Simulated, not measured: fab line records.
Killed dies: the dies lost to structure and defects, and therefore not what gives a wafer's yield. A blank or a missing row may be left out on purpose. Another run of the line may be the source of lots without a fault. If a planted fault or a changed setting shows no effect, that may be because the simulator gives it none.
Tool commonality check / flow nandHarc / Lots sampled 12, wafers sampled 36

REASON FOR OPENING
At NHARC_A_SIN_REMOVE_INSPECT_04 the reading rawDefectCount is flagged on 3 of 12 lots. Wafers without a fault read 374, standard deviation 84.
Rule: flag the lot when none of its wafers has a number, or when each of its wafers that has one lies beyond 4 standard deviations from that mean. The other lots count as sound.

lot=L270; measured=day 22 04:44; on=defectInspect-01; rawDefectCount, wafer by wafer=1707 1797 1753; flag=FLAGGED
lot=L271; measured=day 22 09:19; on=defectInspect-02; rawDefectCount, wafer by wafer=1802 1836 1810; flag=FLAGGED
lot=L272; measured=day 22 17:56; on=defectInspect-01; rawDefectCount, wafer by wafer=1813 1847 1822; flag=FLAGGED
lot=L277; measured=day 24 10:21; on=defectInspect-02; rawDefectCount, wafer by wafer=407 291 470; flag=
lot=L281; measured=day 25 13:46; on=defectInspect-02; rawDefectCount, wafer by wafer=382 430 356; flag=
lot=L282; measured=day 25 17:34; on=defectInspect-02; rawDefectCount, wafer by wafer=400 338 336; flag=
lot=L280; measured=day 25 17:34; on=defectInspect-01; rawDefectCount, wafer by wafer=291 200 297; flag=
lot=L283; measured=day 26 14:07; on=defectInspect-01; rawDefectCount, wafer by wafer=306 322 369; flag=
lot=L285; measured=day 27 18:04; on=defectInspect-02; rawDefectCount, wafer by wafer=376 519 347; flag=
lot=L286; measured=day 27 18:04; on=defectInspect-02; rawDefectCount, wafer by wafer=424 367 274; flag=
lot=L288; measured=day 29 02:17; on=defectInspect-02; rawDefectCount, wafer by wafer=314 383 316; flag=
lot=L289; measured=day 29 05:17; on=defectInspect-01; rawDefectCount, wafer by wafer=264 319 288; flag=
Average over the flagged lots: 1799; offset from the usual +1425, equal to +17 standard deviations.

TOOL THAT RAN EACH LOT
Before the reading, the record contains 3 process steps out of a 1302-step route. Cell contents, in order: the tool; ch with the chambers the sampled wafers went through; the start.
lot=L270; flag=FLAGGED; NHARC_A_SLIT_ETCH_17=harEtch-02 ch 0,1, day 21 18:01; NHARC_A_SLIT_ETCH_29=rieDiel-06 ch 0,1,2, day 21 21:57; NHARC_A_SLIT_PRECLEAN_19=wetBench-06 ch 0,2,7, day 21 22:21
lot=L271; flag=FLAGGED; NHARC_A_SLIT_ETCH_17=harEtch-02 ch 0,1, day 21 21:15; NHARC_A_SLIT_ETCH_29=rieDiel-06 ch 0,2,3, day 22 01:47; NHARC_A_SLIT_PRECLEAN_19=wetBench-06 ch 3,5,6, day 22 02:10
lot=L272; flag=FLAGGED; NHARC_A_SLIT_ETCH_17=harEtch-01 ch 0,1, day 22 06:10; NHARC_A_SLIT_ETCH_29=rieDiel-04 ch 0,1, day 22 10:42; NHARC_A_SLIT_PRECLEAN_19=wetBench-06 ch 2,3,4, day 22 11:07
lot=L277; flag=; NHARC_A_SLIT_ETCH_17=harEtch-02 ch 0,1, day 23 23:53; NHARC_A_SLIT_ETCH_29=rieDiel-06 ch 0,1,3, day 24 03:08; NHARC_A_SLIT_PRECLEAN_19=wetBench-04 ch 2,4,5, day 24 03:31
lot=L281; flag=; NHARC_A_SLIT_ETCH_17=harEtch-01 ch 0, day 25 02:37; NHARC_A_SLIT_ETCH_29=rieDiel-08 ch 0,1, day 25 06:32; NHARC_A_SLIT_PRECLEAN_19=wetBench-06 ch 3,4,7, day 25 06:56
lot=L282; flag=; NHARC_A_SLIT_ETCH_17=harEtch-01 ch 0,1, day 25 06:26; NHARC_A_SLIT_ETCH_29=rieDiel-08 ch 0,2,3, day 25 10:21; NHARC_A_SLIT_PRECLEAN_19=wetBench-04 ch 3,5,6, day 25 10:44
lot=L280; flag=; NHARC_A_SLIT_ETCH_17=harEtch-02 ch 0,1, day 25 06:28; NHARC_A_SLIT_ETCH_29=rieDiel-04 ch 1,2,3, day 25 10:59; NHARC_A_SLIT_PRECLEAN_19=wetBench-06 ch 0,1,3, day 25 11:22
lot=L283; flag=; NHARC_A_SLIT_ETCH_17=harEtch-02 ch 0,1, day 26 02:18; NHARC_A_SLIT_ETCH_29=rieDiel-08 ch 1,2,3, day 26 06:50; NHARC_A_SLIT_PRECLEAN_19=wetBench-06 ch 2,3,4, day 26 07:14
lot=L285; flag=; NHARC_A_SLIT_ETCH_17=harEtch-01 ch 0,1, day 27 06:16; NHARC_A_SLIT_ETCH_29=rieDiel-06 ch 1,2, day 27 10:50; NHARC_A_SLIT_PRECLEAN_19=wetBench-06 ch 1,5,6, day 27 11:17
lot=L286; flag=; NHARC_A_SLIT_ETCH_17=harEtch-02 ch 0,1, day 27 06:54; NHARC_A_SLIT_ETCH_29=rieDiel-08 ch 0,1,3, day 27 11:25; NHARC_A_SLIT_PRECLEAN_19=wetBench-04 ch 2,3,6, day 27 11:49
lot=L288; flag=; NHARC_A_SLIT_ETCH_17=harEtch-01 ch 0,1, day 28 15:18; NHARC_A_SLIT_ETCH_29=rieDiel-04 ch 1,2, day 28 19:10; NHARC_A_SLIT_PRECLEAN_19=wetBench-06 ch 0,6,7, day 28 19:34
lot=L289; flag=; NHARC_A_SLIT_ETCH_17=harEtch-02 ch 0,1, day 28 18:13; NHARC_A_SLIT_ETCH_29=rieDiel-08 ch 0,1, day 28 22:07; NHARC_A_SLIT_PRECLEAN_19=wetBench-01 ch 1,2,7, day 28 22:31
What these steps do:
- NHARC_A_SLIT_ETCH_17: etches the open film in C4F8/O2/Ar, time 4254.5 s, target depth 20300 nm.
- NHARC_A_SLIT_ETCH_29: etches the open film in CF4/O2, target depth 100 nm, overetch 10 nm, time 55 s.
- NHARC_A_SLIT_PRECLEAN_19: cleans in SC1.
- NHARC_A_SIN_REMOVE_INSPECT_04

FLAGGED OVER TOTAL, TOOL BY TOOL (the gauges that took the reading come last)
step=NHARC_A_SLIT_ETCH_17; tool=harEtch-01; lots run=5; flagged=1; share of the flagged lots=some; sound lots run after its first flagged lot=4 (L281,L282,L285,L288)
step=NHARC_A_SLIT_ETCH_17; tool=harEtch-02; lots run=7; flagged=2; share of the flagged lots=some; sound lots run after its first flagged lot=5 (L277,L280,L283,L286,L289)
step=NHARC_A_SLIT_ETCH_29; tool=rieDiel-04; lots run=3; flagged=1; share of the flagged lots=some; sound lots run after its first flagged lot=2 (L280,L288)
step=NHARC_A_SLIT_ETCH_29; tool=rieDiel-06; lots run=4; flagged=2; share of the flagged lots=some; sound lots run after its first flagged lot=2 (L277,L285)
step=NHARC_A_SLIT_ETCH_29; tool=rieDiel-08; lots run=5; flagged=0; share of the flagged lots=none; sound lots run after its first flagged lot=-
step=NHARC_A_SLIT_PRECLEAN_19; tool=wetBench-01; lots run=1; flagged=0; share of the flagged lots=none; sound lots run after its first flagged lot=-
step=NHARC_A_SLIT_PRECLEAN_19; tool=wetBench-04; lots run=3; flagged=0; share of the flagged lots=none; sound lots run after its first flagged lot=-
step=NHARC_A_SLIT_PRECLEAN_19; tool=wetBench-06; lots run=8; flagged=3; share of the flagged lots=all; sound lots run after its first flagged lot=5 (L281,L280,L283,L285,L288)
step=NHARC_A_SIN_REMOVE_INSPECT_04; tool=defectInspect-01; lots run=5; flagged=2; share of the flagged lots=some; sound lots run after its first flagged lot=3 (L280,L283,L289)
step=NHARC_A_SIN_REMOVE_INSPECT_04; tool=defectInspect-02; lots run=7; flagged=1; share of the flagged lots=some; sound lots run after its first flagged lot=6 (L277,L281,L282,L285,L286,L288)

WHAT IS ALLOWED BY THE TABLE
1 row of the table ran every flagged lot: wetBench-06 at NHARC_A_SLIT_PRECLEAN_19.
- wetBench-06 at NHARC_A_SLIT_PRECLEAN_19: 3 of its 8 lots flagged. After the first flagged lot (L281, L280, L283, L285, L288), sound lots still ran on it; a lasting fault on the whole tool would not permit that.
None of the table's rows ran every flagged lot and, after the first, no sound lot.

WHAT THE SIMULATOR HAD INSERTED
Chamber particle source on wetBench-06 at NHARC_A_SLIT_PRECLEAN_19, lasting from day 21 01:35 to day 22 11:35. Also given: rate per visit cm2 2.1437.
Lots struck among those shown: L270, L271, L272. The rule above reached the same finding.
